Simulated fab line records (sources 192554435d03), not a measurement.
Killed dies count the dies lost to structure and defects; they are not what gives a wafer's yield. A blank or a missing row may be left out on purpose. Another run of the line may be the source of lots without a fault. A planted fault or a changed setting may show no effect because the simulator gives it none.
Matching of chambers / flow n5-finfet / N5_SD_EPI_P_ETCH_37 on rie-diel-02 has 4 sister chambers
The step etches SOC in N2/H2, overetch 108 nm, time 486 s. 8 wafers are shown with their chamber, then 10 later ones without.

## WAFERS PAIRED WITH THEIR CHAMBERS
wafer=L082.1; chamber=2; throttle-valve-pct (%)=23.90; showerhead-plenum-p-Torr (Torr)=2.64
wafer=L082.3; chamber=3; throttle-valve-pct (%)=23.75; showerhead-plenum-p-Torr (Torr)=2.51
wafer=L082.6; chamber=3; throttle-valve-pct (%)=23.76; showerhead-plenum-p-Torr (Torr)=2.51
wafer=L088.1; chamber=2; throttle-valve-pct (%)=23.89; showerhead-plenum-p-Torr (Torr)=2.64
wafer=L088.2; chamber=0; throttle-valve-pct (%)=23.91; showerhead-plenum-p-Torr (Torr)=2.52
wafer=L088.4; chamber=1; throttle-valve-pct (%)=24.30; showerhead-plenum-p-Torr (Torr)=2.46
wafer=L089.2; chamber=1; throttle-valve-pct (%)=24.32; showerhead-plenum-p-Torr (Torr)=2.46
wafer=L089.3; chamber=0; throttle-valve-pct (%)=23.92; showerhead-plenum-p-Torr (Torr)=2.51

## WAFERS WITHOUT THEIR CHAMBER
wafer=L089.5; throttle-valve-pct (%)=24.32; showerhead-plenum-p-Torr (Torr)=2.46
wafer=L092.1; throttle-valve-pct (%)=23.92; showerhead-plenum-p-Torr (Torr)=2.51
wafer=L092.2; throttle-valve-pct (%)=24.32; showerhead-plenum-p-Torr (Torr)=2.45
wafer=L092.5; throttle-valve-pct (%)=24.31; showerhead-plenum-p-Torr (Torr)=2.45
wafer=L093.4; throttle-valve-pct (%)=23.77; showerhead-plenum-p-Torr (Torr)=2.51
wafer=L093.5; throttle-valve-pct (%)=24.32; showerhead-plenum-p-Torr (Torr)=2.45
wafer=L093.6; throttle-valve-pct (%)=23.92; showerhead-plenum-p-Torr (Torr)=2.51
wafer=L097.1; throttle-valve-pct (%)=23.77; showerhead-plenum-p-Torr (Torr)=2.50
wafer=L097.3; throttle-valve-pct (%)=23.93; showerhead-plenum-p-Torr (Torr)=2.63
wafer=L097.5; throttle-valve-pct (%)=24.32; showerhead-plenum-p-Torr (Torr)=2.45

## EACH ONE'S CHAMBER
wafer=L089.5; from the rows above=1; in truth=1
wafer=L092.1; from the rows above=0; in truth=0
wafer=L092.2; from the rows above=1; in truth=1
wafer=L092.5; from the rows above=1; in truth=1
wafer=L093.4; from the rows above=3; in truth=3
wafer=L093.5; from the rows above=1; in truth=1
wafer=L093.6; from the rows above=0; in truth=0
wafer=L097.1; from the rows above=3; in truth=3
wafer=L097.3; from the rows above=2; in truth=2
wafer=L097.5; from the rows above=1; in truth=1
Correct placement for 10 of the 10. Can't be placed from these rows: 0. Placed wrongly: 0.
How it was worked out, from the rows above alone: a wafer's distance from a chamber is the root of the sum, over the readings, of the square of ((its reading less the chamber's mean) divided by the reading's scatter). The wafer belongs to the nearest chamber; if the next one is less than 2 further off, it can't be placed. A chamber's mean is the mean of its shown wafers. How the scatter is found: for the shown wafers, subtract from each reading the mean of its chamber, square and add these, divide the total by (wafers less chambers), then take the root.
